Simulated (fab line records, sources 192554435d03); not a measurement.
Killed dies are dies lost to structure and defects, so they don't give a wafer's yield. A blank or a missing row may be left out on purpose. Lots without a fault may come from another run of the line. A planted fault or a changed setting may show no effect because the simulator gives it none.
Split-lot experiment | flow n5_finfet | 7 lots, 21 wafers read, on a route of 1938 steps

THE SPLIT
At N5_MOL_CONTACT_COAG_ETCH_91 (etches SOC in N2/H2, target depth 60 nm, overetch 21 nm, time 101.2 s), the setting source_w was moved away from the recipe's 840 W on 7 of the 21 wafers read, by -5.9% to +10.0%. The other wafers ran this setting at the recipe's value.

The reading is taken at the split's own step.

THE READING
rf_vpp_V, in V, at N5_MOL_CONTACT_COAG_ETCH_91 (etches SOC in N2/H2, target depth 60 nm, overetch 21 nm, time 101.2 s). Fault-free wafers of this fab line usually give 523.8 V, standard deviation 2 V.

wafer  | tool, chamber at the split | source_w as run, W | against the recipe | rf_vpp_V, V | against lot-mates on the recipe
L074.3 | rie_diel-04, 1             | 840                | recipe             | 525.7       | -
L074.4 | rie_diel-04, 3             | 840                | recipe             | 525.8       | -
L074.6 | rie_diel-04, 0             | 840                | recipe             | 523.5       | -
L076.1 | rie_diel-01, 0             | 790.1              | -5.9%              | 533.3       | +10.9
L076.3 | rie_diel-01, 2             | 790.1              | -5.9%              | 529.6       | +7.2
L076.4 | rie_diel-01, 3             | 840                | recipe             | 522.4       | -
L085.1 | rie_diel-01, 0             | 840                | recipe             | 523.9       | -
L085.2 | rie_diel-01, 3             | 840                | recipe             | 521.9       | -
L085.6 | rie_diel-01, 1             | 840                | recipe             | 526.9       | -
L086.1 | rie_diel-01, 1             | 905.5              | +7.8%              | 514.1       | -5.4
L086.4 | rie_diel-01, 2             | 840                | recipe             | 519.5       | -
L086.6 | rie_diel-01, 2             | 905.5              | +7.8%              | 508.8       | -10.7
L089.1 | rie_diel-01, 0             | 840                | recipe             | 525.2       | -
L089.4 | rie_diel-01, 1             | 840                | recipe             | 526.4       | -
L089.6 | rie_diel-01, 0             | 923.7              | +10.0%             | 506.0       | -19.8
L090.1 | rie_diel-04, 2             | 923.9              | +10.0%             | 507.5       | -19.3
L090.3 | rie_diel-04, 3             | 840                | recipe             | 526.8       | -
L090.6 | rie_diel-04, 0             | 923.9              | +10.0%             | 506.3       | -20.5
L093.4 | rie_diel-05, 0             | 840                | recipe             | 525.6       | -
L093.5 | rie_diel-05, 2             | 840                | recipe             | 522.7       | -
L093.6 | rie_diel-05, 1             | 840                | recipe             | 523.7       | -

THE FIT
A straight line over all 21 wafers: rf_vpp_V changes by -1.63 V for each +1% of source_w; r = -0.96; the points scatter about the line by 2.3 V.
The same after taking each lot's own level away (the mean of its wafers on the recipe; 21 wafers): -1.68 V for each +1%; r = -0.95; scatter 2.6 V.
On that fit, the largest move of source_w shifts the reading by 17 V.
The lots' own levels span 519.50 to 526.80 V, that is 3.6 times the standard deviation above.
So the lot-to-lot level changes the slope little: the two slopes agree.
Check: with one of the wafers moved furthest among these (+10.0%) left out of the fit, the line predicts -16.2 V for it against its lot-mates. It came out at -19.3 V against them.
Tool readings at the split's step, against how far the setting was moved: rf_vpp_V r = -0.96.

OTHER SPLITS ON THESE WAFERS
These wafers also went through other splits before the reading. Each is held against what the fit with the lots' levels taken away leaves over:
other split on the same wafers        | wafers away from the commonest value | r with rf_vpp_V (lot level and that fit taken away)
N5_MOL_CONTACT_COAG_EXPOSE_05 dose_mj | 5                                    | -0.03

THE FILE'S OWN FIT
rf_vpp_V changes by -1.74 V for each +1% of source_w, r = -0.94.
